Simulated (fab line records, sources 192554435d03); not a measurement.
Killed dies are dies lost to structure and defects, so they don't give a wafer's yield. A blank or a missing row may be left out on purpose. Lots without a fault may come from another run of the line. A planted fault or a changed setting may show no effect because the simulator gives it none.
A struck lot beside a sound one | flow n5_finfet | 35 steps out of a route of 1938
Sound: wafers L686.1, L686.3, L686.5. Struck: wafer L703.2. (L703.1, L703.4 of the same lot were not struck and are left out.) The cause comes at the end.
At each step with rows: each side's tool, then ch and its chambers, then its first start. Under that, the readings that differ: sound wafers | struck wafers | difference of the means | sigmas: that difference in standard deviations of wafers without a fault.
alike: readings whose means differ by less than 2 such deviations, and words and numbers that are the same on both sides. not compared: withheld readings, readings that some wafer has no value for, bounds like >300 that may hide the same value, and numbers for which the record gives no deviation and whose values overlap.
The two part at a step that has a row with sigmas, a row that says differs or no value, or rows on one side only. Numbers that don't overlap but have no deviation are shown without sigmas and don't part them. A reading that every wafer of one side lacks parts them only if that side has two wafers or more.

first, 8 steps without rows for these wafers: N5_BEOL_M6_ECD_50 (material Cu, target thk 300 nm); N5_BEOL_M6_ANNEAL_51 (time 90 s); N5_BEOL_M6_CMP_52 (polishes, stops on SiCOH lowk, t overpolish 6.9 s, target thk 80 nm); N5_BEOL_M6_PRE_CLEAN_55 (time 15 s); N5_BEOL_M6_DEP_56 (deposits SiCN from 3MS/NH3, target thk 10 nm, time 17.5 s); N5_BEOL_M7_ILD_DEP_00 (deposits SiCOH lowk from DEMS/porogen, target thk 179.75 nm, time 33.4 s); N5_BEOL_M7_CURE_74 (cures SiCOH lowk, time 240 s); N5_BEOL_M7_PECVD_70 (deposits SiO2 from TEOS/O2, target thk 20 nm, time 22.7 s).
N5_BEOL_M7_HM_DEP_02: deposits TiN, target thk 20 nm.
  sound on pvd_sputter-01, day 10 03:15; struck on pvd_sputter-01, day 14 02:46
  reading                                    | sound                | struck | difference | sigmas
  chamber_pressure_pa (Pa)                   | 0.5008 0.5001 0.4997 | 0.4973 | -0.0029    | -3
  model.TiN_of_BEOL_M7_HM_DEP_02.thk_nm (nm) | 20.2 20.2 20.2       | 15.2   | -5.0       |
  alike: throttle_valve_pct
then, 13 steps without rows for these wafers: N5_BEOL_M7_COAT_59 (time 60 s, resist thk 100 nm); N5_BEOL_M7_COAT_60 (time 60 s, resist thk 35 nm); N5_BEOL_M7_COAT_05 (resist thk 90 nm); N5_BEOL_M7_EBR_07; N5_BEOL_M7_SOFTBAKE_06 (time 60 s); N5_BEOL_M7_EXPOSE_08 (exposes mask M7); N5_BEOL_M7_PEB_09 (peb time 60 s); N5_BEOL_M7_DEVELOP_10 (develop time 30 s); N5_BEOL_M7_DESCUM_16 (chemistry O2, time 7.9 s); N5_BEOL_M7_ETCH_61 (etches SiARC in CF4, target depth 45.5 nm, time 75.8 s); N5_BEOL_M7_ETCH_62 (etches SOC in N2/H2, target depth 110 nm, overetch 22 nm, time 165 s); N5_BEOL_M7_STRIP_68 (strips in N2/H2); N5_BEOL_M7_STRIP_67 (strips in CF4).
N5_BEOL_M7_HM_OPEN_17: chemistry Cl2/BCl3, target TiN, target depth 20 nm, overetch 6 nm.
  sound on rie_metal-02 ch 0,1, day 10 04:11; struck on rie_metal-02 ch 0, day 14 04:54
  reading                  | sound             | struck | difference | sigmas
  oes_product_au (a.u.)    | 0.59 0.70 0.60    | 0.50   | -0.13      | -2
  model.etch.depth_nm (nm) | 20.22 20.22 20.27 | 15.17  | -5.07      |
  alike: drypump_motor_current_A, oes_ar_750_au, throttle_valve_pct
  not compared: rf_hours_counter_h
then, 10 steps without rows for these wafers: N5_BEOL_M7_STRIP_19 (strips in O2); N5_BEOL_M7_COAT_63 (time 60 s, resist thk 60 nm); N5_BEOL_M7_COAT_64 (time 60 s, resist thk 12 nm); N5_BEOL_M7_COAT_71 (time 60 s, resist thk 5 nm); N5_BEOL_M7_COAT_22 (resist thk 30 nm); N5_BEOL_M7_EBR_24; N5_BEOL_M7_SOFTBAKE_23 (time 60 s); N5_BEOL_M7_EXPOSE_25 (exposes mask V6, target cd 40 nm); N5_BEOL_M7_PEB_26 (peb time 60 s); N5_BEOL_M7_DEVELOP_27 (develop time 30 s).
N5_BEOL_M7_TRENCH_ETCH_37: etches SiCOH lowk in C4F6/O2, target depth 93.478 nm, time 31.2 s.
  sound on rie_diel-05 ch 0,2; struck on rie_diel-04 ch 0
  reading                                    | sound          | struck | difference | sigmas
  oes_ar_750_au (a.u.)                       | 0.82 0.91 0.91 | 0.71   | -0.17      | -2
  oes_f_703_au (a.u.)                        | 0.83 0.90 0.91 | 0.70   | -0.18      | -2
  oes_product_au (a.u.)                      | 0.83 0.92 0.92 | 0.71   | -0.18      | -2
  model.TiN_of_BEOL_M7_HM_DEP_02.thk_nm (nm) | 17.6 17.4 17.6 | 12.6   | -4.9       |
  alike: drypump_motor_current_A, rf_vpp_V, showerhead_plenum_p_Torr, throttle_valve_pct
  not compared: rf_hours_counter_h
-- the record jumps here: 3 days lie between the struck wafers' starts before and after (it left off in module BEOL_M7 and takes up again in module PASSIVATION, whose first step shown is number 1936 of the route) --
N5_PASSIVATION_PROBE_49:
  sound on prober-01, day 13 11:56; struck on prober-02, day 17 09:40
  reading                  | sound          | struck | difference | sigmas
  defect_limited_yield (%) | 91.8 90.2 89.7 | 95.5   | +4.9       | +3
  killed_at_M0_to_M3       | 44 39 64       | 19     | -30        | -2
  killed_at_front_end      | 31 41 42       | 17     | -21        | -2
  killed_dies              | 97 116 122     | 53     | -59        | -3
  killed_on_rim            | 16 11 22       | 7      | -9         | -2
  killed_open              | 65 66 77       | 28     | -41        | -3
  sort_bin_5_function (%)  | 5.0 5.5 6.2    | 2.9    | -2.7       | -3
  sort_bin_6_memory (%)    | 2.9 3.4 3.5    | 1.5    | -1.8       | -3
  sort_n_pass              | 1083 1064 1058 | 1127   | +59        | +3
  sort_yield_pct (%)       | 91.8 90.2 89.7 | 95.5   | +4.9       | +3
  alike: killed_at_M4_up, killed_at_contacts, killed_at_other, killed_short, sort_bin_8_speed

WHERE THEY PART
First at N5_BEOL_M7_HM_DEP_02; last, within this record, at N5_PASSIVATION_PROBE_49.

WHY: what the simulator had put in
Process parameter drift: pvd_sputter-01, from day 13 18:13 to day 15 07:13, at N5_BEOL_M7_HM_DEP_02. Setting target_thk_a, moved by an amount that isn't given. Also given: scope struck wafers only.
